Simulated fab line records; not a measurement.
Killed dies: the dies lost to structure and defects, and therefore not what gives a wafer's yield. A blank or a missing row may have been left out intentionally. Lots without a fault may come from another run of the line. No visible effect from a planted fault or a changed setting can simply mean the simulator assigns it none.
fab line records	flow nandHarc
record: lots: 14	wafers: 41	lastDay: 34
route steps=1302 shown P_STI@85 P_GATE@149 END@1302
lots that met no fault: taken from a fault-free run of the same line
startH: the number of hours between the record's first day and the start of the first shown wafer of the lot	waitH: how many hours have passed since the lot's step before this one	" the same as in the row above	L1.1+2: a single row standing in for several wafers	- no value, or no start was given	* or withheld: withheld	< > ~ a bound
route shown NAME@n: NAME is a module with steps in the file, n the number in the route of the first one	usual: the fault-free wafers' mean and standard deviation	same: alike in all rows	chamber/n: place in a boat	sites: readings site by site	_std_site: the values' standard deviation	_edge_site: inner sites' mean taken away from outer sites' mean	radiusMm: how far each site lies from the wafer's centre	mask NAME#n: copy n	behind: the last tool/chamber to shape the wafer	hold: why the lot was held/for how many hours/how that ended	device: which transistor (n, p or np) failed to switch	end of line: the tests these same wafers got at the end of their route	a step without rows: its recipe alone	killed: count of dies lost to structure and defects at first sort (not the wafer's yield)	map: shows each die of a wafer: x if killed, . if not, _ if none is there
set.NAME: setting as actually run; set.NAME@STEP: the setting as run at that earlier step	model.NAME: the simulator's own value behind a step, which no gauge read
one table for each step of the route and one row for each wafer, over a sample of lots
services: a tool's chamber out of use, with start hour (startH, from the record's first day; less than 0 if before it), hours out, and reason
== steps ==
step: NHARC_P_STI_INSPECT_11
usual: rawDefectCount: 5.5/2.6
lot.wafer	tool	chamber	startH	waitH	rawDefectCount
L365.1	defectInspect-02	-	59.04	0.0	5
L365.4	"	-	"	"	6
L365.6	"	-	"	"	10
L366.1	defectInspect-02	-	62.97	0.0	2
L366.2	"	-	"	"	3
L366.4	"	-	"	"	5
L367.2	defectInspect-02	-	72.61	0.0	4
L367.3	"	-	"	"	10
L367.4	"	-	"	"	4
L368.1	defectInspect-01	-	84.96	0.0	4
L368.3	"	-	"	"	4
L368.5	"	-	"	"	1
L370.1	defectInspect-01	-	102.32	0.0	6
L370.2	"	-	"	"	2
L370.3	"	-	"	"	6
L371.3	defectInspect-02	-	115.08	0.0	4
L371.4	"	-	"	"	10
L371.5	"	-	"	"	6
L372.1	defectInspect-02	-	122.80	0.0	7
L372.4	"	-	"	"	2
L372.5	"	-	"	"	4
L373.2	defectInspect-01	-	132.84	0.0	7
L373.3	"	-	"	"	3
L373.5	"	-	"	"	6
L375.1	defectInspect-02	-	154.08	0.0	6
L375.4	"	-	"	"	6
L375.6	"	-	"	"	8
L376.1	defectInspect-01	-	163.09	0.0	5
L376.3	"	-	"	"	3
L376.4	"	-	"	"	8
L378.4	defectInspect-02	-	182.82	0.0	9
L378.5	"	-	"	"	4
L378.6	"	-	"	"	9
L385.1	defectInspect-01	-	253.69	0.0	6
L385.2	"	-	"	"	10
L386.1	defectInspect-01	-	264.75	0.0	6
L386.2	"	-	"	"	3
L386.3	"	-	"	"	4
L387.3	defectInspect-01	-	274.46	0.0	6
L387.5	"	-	"	"	7
L387.6	"	-	"	"	2
step: NHARC_P_STI_OCD_MEAS_43
usual: trenchDepthNm: 301/3.9	trenchFootCdNm: 157.7/2.3
lot.wafer	tool	chamber	startH	waitH	trenchDepthNm	trenchFootCdNm
L365.1	ocd-01	-	60.23	-	301	156.8
L365.4	"	-	"	"	300	159.5
L365.6	"	-	"	"	297	159.2
L366.1	ocd-02	-	64.15	-	308	153.2
L366.2	"	-	"	"	299	159.6
L366.4	"	-	"	"	298	158.2
L367.2	ocd-01	-	73.78	-	300	159.7
L367.3	"	-	"	"	296	159.0
L367.4	"	-	"	"	299	160.1
L368.1	ocd-02	-	86.13	-	303	158.2
L368.3	"	-	"	"	294	158.0
L368.5	"	-	"	"	296	157.9
L370.1	ocd-02	-	103.49	-	304	155.3
L370.2	"	-	"	"	302	159.7
L370.3	"	-	"	"	301	161.0
L371.3	ocd-01	-	116.25	-	300	160.0
L371.4	"	-	"	"	307	157.9
L371.5	"	-	"	"	306	157.9
L372.1	ocd-01	-	124.01	-	296	154.3
L372.4	"	-	"	"	295	153.2
L372.5	"	-	"	"	299	153.2
L373.2	ocd-01	-	134.05	-	308	155.9
L373.3	"	-	"	"	301	159.5
L373.5	"	-	"	"	297	157.0
L375.1	ocd-02	-	155.26	-	308	158.0
L375.4	"	-	"	"	300	156.4
L375.6	"	-	"	"	298	155.8
L376.1	ocd-01	-	164.26	-	304	156.5
L376.3	"	-	"	"	297	154.7
L376.4	"	-	"	"	307	157.9
L378.4	ocd-01	-	183.99	-	308	157.1
L378.5	"	-	"	"	302	161.1
L378.6	"	-	"	"	300	156.8
L385.1	ocd-02	-	254.89	-	303	155.6
L385.2	"	-	"	"	303	157.6
L386.1	ocd-02	-	265.92	-	298	155.0
L386.2	"	-	"	"	297	155.2
L386.3	"	-	"	"	298	155.4
L387.3	ocd-01	-	275.63	-	296	157.1
L387.5	"	-	"	"	298	162.0
L387.6	"	-	"	"	303	160.1
step: NHARC_P_STI_CMP_21
recipe: tOverpolishS: 20	targetThkNm: 380.67
usual: motorCurrentA: 12.1/1.5	overpolishRunS: 20.001/0.0085
lot.wafer	tool	chamber	startH	waitH	motorCurrentA	overpolishRunS
L365.4	cmp-02	1	80.10	0.4	11.1	20.001
L365.1	"	3	"	"	11.8	20.003
L365.6	"	2	"	"	11.2	20.002
L366.1	cmp-01	3	80.10	0.4	11.4	20.000
L366.2	"	0	"	"	12.1	19.985
L366.4	"	1	"	"	13.9	19.996
L367.4	cmp-04	0	93.69	0.4	11.1	19.997
L367.2	"	1	"	"	11.7	20.002
L367.3	"	2	"	"	10.9	19.998
L368.3	cmp-02	3	102.45	0.4	11.6	19.993
L368.1	"	1	"	"	10.8	19.999
L368.5	"	0	"	"	16.5	20.005
L370.2	cmp-01	3	120.76	0.4	11.4	19.997
L370.3	"	1	"	"	14.0	20.004
L370.1	"	2	"	"	12.0	19.996
L371.4	cmp-01	3	136.39	0.4	10.9	20.005
L371.3	"	1	"	"	14.0	19.995
L371.5	"	0	"	"	11.8	19.999
L372.4	cmp-02	0	144.20	0.4	14.7	20.001
L372.1	"	1	"	"	10.4	19.987
L372.5	"	0	"	"	15.8	20.005
L373.2	cmp-04	0	151.49	0.4	11.0	20.010
L373.3	"	1	"	"	12.1	20.004
L373.5	"	0	"	"	11.1	19.977
L375.1	cmp-01	0	172.46	0.4	12.2	19.992
L375.4	"	2	"	"	12.1	19.992
L375.6	"	0	"	"	12.0	19.997
L376.4	cmp-01	0	180.66	0.4	11.7	19.993
L376.3	"	1	"	"	13.2	20.003
L376.1	"	2	"	"	12.3	20.008
L378.4	cmp-02	3	212.20	0.4	11.3	20.003
L378.6	"	0	"	"	15.3	20.000
L378.5	"	1	"	"	10.6	20.000
L385.1	cmp-02	3	273.24	0.4	12.1	20.003
L385.2	"	2	"	"	11.7	19.998
L386.2	cmp-01	2	283.28	0.4	12.2	20.011
L386.1	"	0	"	"	12.0	20.003
L386.3	"	1	"	"	14.3	19.995
L387.3	cmp-02	1	296.29	0.4	10.8	19.994
L387.6	"	1	"	"	10.4	20.009
L387.5	"	2	"	"	11.0	19.998
step: NHARC_P_GATE_ETCH_32
recipe: targetDepthA: 1500	overEtchFrac: 1	overEtchIonEnergyEv: 40	timeS: 100.1	hbrFlowSccm: 150	cl2FlowSccm: 50	rfW: 400	icpW: 400	biasW: 100	chemistry: HBr/Cl2
usual: drypumpMotorCurrentA: 5.7/0.47	oesProductAu: 0.998/0.012	rfFwdPowerW: 397.2/1.5	throttleValvePct: 26.406/0.0092
lot.wafer	tool	chamber	startH	waitH	drypumpMotorCurrentA	oesProductAu	rfFwdPowerW	rfHoursCounterH	throttleValvePct
L366.4	rieSi-02	1	113.53	-	4.7	1.003	395.5	0.0	26.414
L366.2	"	3	"	"	5.9	1.000	397.5	0.1	26.413
L366.1	"	0	"	"	5.6	1.000	395.4	0.1	26.399
L365.4	rieSi-06	2	113.65	-	5.3	0.998	396.2	0.1	26.404
L365.1	"	3	"	"	6.1	1.022	399.1	0.2	26.400
L365.6	"	2	"	"	5.3	0.992	395.9	-	26.408
L368.3	rieSi-02	0	138.10	-	5.6	0.992	397.3	0.2	26.390
L368.1	"	2	"	"	5.7	0.995	394.4	0.2	26.396
L368.5	"	3	"	"	5.9	1.002	398.1	-	26.394
L367.3	rieSi-01	0	138.28	-	5.9	1.010	398.0	0.8	26.414
L367.4	"	1	"	"	5.1	0.992	396.2	0.7	26.406
L367.2	"	2	"	"	6.0	1.003	398.2	0.7	26.412
L370.1	rieSi-01	2	156.49	-	6.1	1.012	399.5	0.8	26.408
L370.2	"	0	"	"	5.9	1.017	399.8	1.0	26.410
L370.3	"	1	"	"	5.1	1.009	397.7	0.8	26.404
L371.3	rieSi-01	0	169.28	-	5.9	0.998	398.4	1.0	26.412
L371.4	"	2	"	"	6.1	1.008	398.1	0.9	26.407
L371.5	"	3	"	"	6.7	0.992	397.0	-	26.402
L372.1	rieSi-06	1	175.86	-	5.7	0.991	396.8	0.6	26.414
L372.4	"	2	"	"	5.3	0.983	397.6	0.5	26.395
L372.5	"	0	"	"	6.1	0.994	398.6	-	26.412
L373.3	rieSi-02	3	183.15	-	5.9	1.003	398.0	0.5	26.405
L373.2	"	0	"	"	5.6	1.001	395.2	0.5	26.399
L373.5	"	3	"	"	5.9	0.992	399.3	-	26.419
L375.1	rieSi-06	1	207.92	-	5.7	0.994	397.7	0.8	26.413
L375.4	"	3	"	"	6.1	1.023	398.1	0.7	26.392
L375.6	"	0	"	"	6.1	1.010	396.3	-	26.415
L376.4	rieSi-01	1	211.76	-	5.1	1.015	396.9	0.1	26.400
L376.3	"	2	"	"	6.1	1.005	399.6	0.1	26.411
L376.1	"	0	"	"	5.9	1.010	397.2	0.1	26.408
L378.4	rieSi-01	3	248.35	-	6.7	1.002	396.0	0.2	26.411
L378.6	"	0	"	"	5.9	1.007	397.1	-	26.404
L378.5	"	1	"	"	5.1	1.015	397.6	-	26.428
L385.1	rieSi-06	1	304.02	-	5.7	0.989	399.0	0.3	26.404
L385.2	"	0	"	"	6.0	1.248	397.1	0.3	26.394
L386.2	rieSi-06	1	315.37	-	5.7	1.259	396.6	0.4	26.394
L386.3	"	2	"	"	5.3	0.970	396.5	0.4	26.405
L386.1	"	3	"	"	6.1	0.993	397.7	0.4	26.416
L387.3	rieSi-06	1	330.97	-	5.7	0.981	398.3	0.6	26.426
L387.6	"	2	"	"	5.3	1.235	397.0	-	26.409
L387.5	"	1	"	"	5.7	0.989	398.9	-	26.412
step: NHARC_END_SORT_01
recipe: tempC: 25
usual: killedAtArray: 56/21	killedAtOther: 0.8/1	killedAtPeriphery: 3.6/2.8	killedDies: 60/20	killedOpen: 3.2/1.9	killedShort: 2.4/1.6
same: grossDies: 677
lot.wafer	tool	chamber	startH	waitH	killedAtArray	killedAtOther	killedAtPeriphery	killedDies	killedOpen	killedShort
L367.2	prober-02	0	640.21	2.8	38	0	1	39	3	2
L367.3	prober-02	0	641.01	3.1	47	0	6	53	8	2
L367.4	prober-02	0	641.81	3.4	34	3	1	38	0	2
L378.4	prober-01	0	710.75	3.4	57	0	2	59	2	0
L378.5	prober-01	0	711.54	3.7	104	0	5	109	1	1
L378.6	prober-01	0	712.33	4.0	90	1	4	95	3	2
killed by level:class
L367.2 A_SLIT:chamberFilmFlake=17 A_CHANNEL_HOLE_D2:chamberFilmFlake=11 A_CONTACT:chamberFilmFlake=3 A_CHANNEL_FILL_D1:geometricParticle:short=1 A_DECK1_JOINT:geometricParticle:open=1 A_ONON_D2:geometricParticle:open=1 A_CHANNEL_FILL_D2:geometricParticle:open=1 A_WL_FILL:geometricParticle:short=1
L367.3 A_SLIT:chamberFilmFlake=25 A_CHANNEL_HOLE_D2:chamberFilmFlake=7 A_CHANNEL_HOLE_D1:chamberFilmFlake=6 P_GATE:geometricParticle:open=2 A_M0:geometricParticle:open=2 P_ZERO_WELL:chamberFilmFlake=2 A_CONTACT:chamberFilmFlake=2 P_M1:geometricParticle:open=1
L367.4 A_SLIT:chamberFilmFlake=14 A_CHANNEL_HOLE_D2:chamberFilmFlake=8 A_CHANNEL_HOLE_D1:chamberFilmFlake=4 A_CONTACT:chamberFilmFlake=3 THIN_TSV:chamberFilmFlake=3 A_CHANNEL_FILL_D2:geometricParticle:short=1 A_WL_FILL:geometricParticle:short=1 P_ZERO_WELL:chamberFilmFlake=1
L378.4 A_CHANNEL_HOLE_D1:chamberFilmFlake=24 A_SLIT:chamberFilmFlake=14 A_CHANNEL_HOLE_D2:chamberFilmFlake=8 A_STAIRCASE:chamberFilmFlake=8 P_M2:geometricParticle:open=1 A_ONON_D1:geometricParticle:open=1 P_M1:chamberFilmFlake=1 A_DECK1_JOINT:chamberFilmFlake=1
L378.5 A_SLIT:chamberFilmFlake=42 A_CHANNEL_HOLE_D1:chamberFilmFlake=37 A_CHANNEL_HOLE_D2:chamberFilmFlake=11 A_STAIRCASE:chamberFilmFlake=8 P_GATE:chamberFilmFlake=2 A_CONTACT:chamberFilmFlake=2 A_CHANNEL_HOLE_D2:geometricParticle:short=1 A_CHANNEL_FILL_D2:geometricParticle:open=1
L378.6 A_CHANNEL_HOLE_D1:chamberFilmFlake=31 A_SLIT:chamberFilmFlake=29 A_CHANNEL_HOLE_D2:chamberFilmFlake=19 A_STAIRCASE:chamberFilmFlake=4 P_ZERO_WELL:chamberFilmFlake=2 A_ONON_D1:geometricParticle:open=1 A_CHANNEL_HOLE_D1:geometricParticle:short=1 A_DECK1_JOINT:geometricParticle:open=1
== services ==
tool	chamber	startH	hours	kind
rieSi-06	-	72.00	9.0	pm
cmp-02	-	74.20	4.2	repair
cmp-01	-	92.83	2.9	repair
rieSi-06	2	95.87	5.0	repair
rieSi-01	3	109.87	4.6	repair
cmp-01	-	110.15	4.0	pm
cmp-02	-	126.84	1.6	repair
cmp-02	-	134.65	4.0	pm
cmp-02	-	139.44	1.0	repair
rieSi-06	2	172.78	2.6	repair
cmp-01	-	190.75	1.5	repair
rieSi-01	-	193.00	9.0	pm
cmp-01	-	205.01	0.5	repair
cmp-01	-	208.15	4.0	pm
cmp-01	-	226.06	1.5	repair
rieSi-06	3	230.06	17.1	repair
cmp-02	-	232.65	4.0	pm
rieSi-06	-	247.36	0.2	repair
rieSi-06	-	249.02	9.0	pm
cmp-02	-	259.19	0.6	repair
cmp-01	-	279.26	0.3	repair
cmp-01	-	306.15	4.0	pm
rieSi-06	0	318.85	15.8	repair
cmp-02	-	330.65	4.0	pm
== key ==
firstSign: step: NHARC_P_GATE_ETCH_32	reading: oesProductAu	direction: up	sigmas: 22	usual: 0.998	struck: 1.247
effect none on later readings
metAt NHARC_P_GATE_ETCH_32
struckLots L385,L386,L387
struckWafers L385.2,L386.2,L387.6
testerLeftOut L385,L386,L387
notActingAt NHARC_P_STI_INSPECT_11,NHARC_P_STI_OCD_MEAS_43,NHARC_P_STI_CMP_21
onsetBetween 207.92 304.02
fault: kind: processParameterDrift	tool: rieSi-06	chamber: -	onsetH: 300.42	steps: NHARC_P_GATE_ETCH_32	channel: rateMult	offset: 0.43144	shape: step	endH: 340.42	scope: struckWafersOnly
testerLeftOut: of these lots the tester's yield and bins aren't shown, on N5 and GAA mostly nor the transistor test; their killed dies are dies lost to structure and defects alone, not to doping, threshold or leakage, so they don't give the yield
